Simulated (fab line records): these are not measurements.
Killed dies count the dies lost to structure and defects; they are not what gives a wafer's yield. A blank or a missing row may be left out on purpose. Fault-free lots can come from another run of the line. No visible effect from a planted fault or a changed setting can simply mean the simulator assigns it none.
2 desks looking at one fault ; flow n5-finfet ; numbers are kept per desk, each desk with only its own; the story behind them comes last

## THE TOOL OWNER'S DESK: litho-track-03
The tool's own readings at N5_BEOL_M7_COAT_22 (resist thk 30 nm): means of the sampled wafers that have a number, for each lot that ran on this tool. Marked OUT: a lot whose mean sits more than 4 standard deviations from the usual mean, which makes it out of limits; the brackets give that distance.
Columns: A = chill-plate-temp-C at N5_BEOL_M7_COAT_22, usual 22.99 C; B = spin-speed-rpm at N5_BEOL_M7_COAT_22, usual 1500.0 rpm
lot;first seen here;A;B
L760;day 9 00:13;23.07;1500.0
L766;day 10 17:54;23.23;1500.2
L778;day 13 18:43;22.92;1372.4 (-99 or more) OUT
L781;day 14 18:47;22.84;1372.5 (-99 or more) OUT
This desk finds L778, L781 out of limits, L778 being first, at day 13 18:43 (spin-speed-rpm at N5_BEOL_M7_COAT_22). In limits: L760, L766.

## AT THE METROLOGY DESK
What the gauges read, lot by lot, whatever tool the lot ran on: means of the sampled wafers that have a number. Marked OUT: a lot whose mean sits more than 4 standard deviations from the usual mean, which makes it out of limits; the brackets give that distance.
Columns: A = M7_ILD_THK at N5_BEOL_M7_THK_MEAS_01, usual 155.2 nm; B = cd-nm at N5_BEOL_M7_CD_MEAS_11, usual 38.5 nm
lot;first seen here;A;B
L760;day 8 21:37;156.9;38.0
L763;day 9 11:35;155.1;38.4
L762;day 9 11:48;156.3;38.9
L764;day 9 16:32;155.3;39.2
L766;day 10 15:04;154.4;38.6
L767;day 10 15:49;155.8;38.7
L770;day 11 12:10;156.2;38.3
L772;day 12 03:07;155.9;38.8
L778;day 13 16:40;154.0;38.8
L781;day 14 15:25;156.3;38.4
L782;day 14 22:28;155.1;38.5
This desk's finding: nothing out of limits on any of the 11 lots.

## PUT TOGETHER
An alarm could have come from the tool owner's desk at day 13 18:43, on L778, L781.
From the metrology desk's view, nothing was out of limits.
The metrology desk has L778, L781 on record, within its limits.
All the named lots went through N5_BEOL_M7_COAT_22 on litho-track-03.

## WHAT WAS PUT IN BY THE SIMULATOR
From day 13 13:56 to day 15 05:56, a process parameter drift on litho-track-03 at N5_BEOL_M7_COAT_22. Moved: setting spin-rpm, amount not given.
Shown lots that were struck: L778, L781.
Time in hours from fault onset to the first out-of-limits reading at each desk: the tool owner's desk, 5.
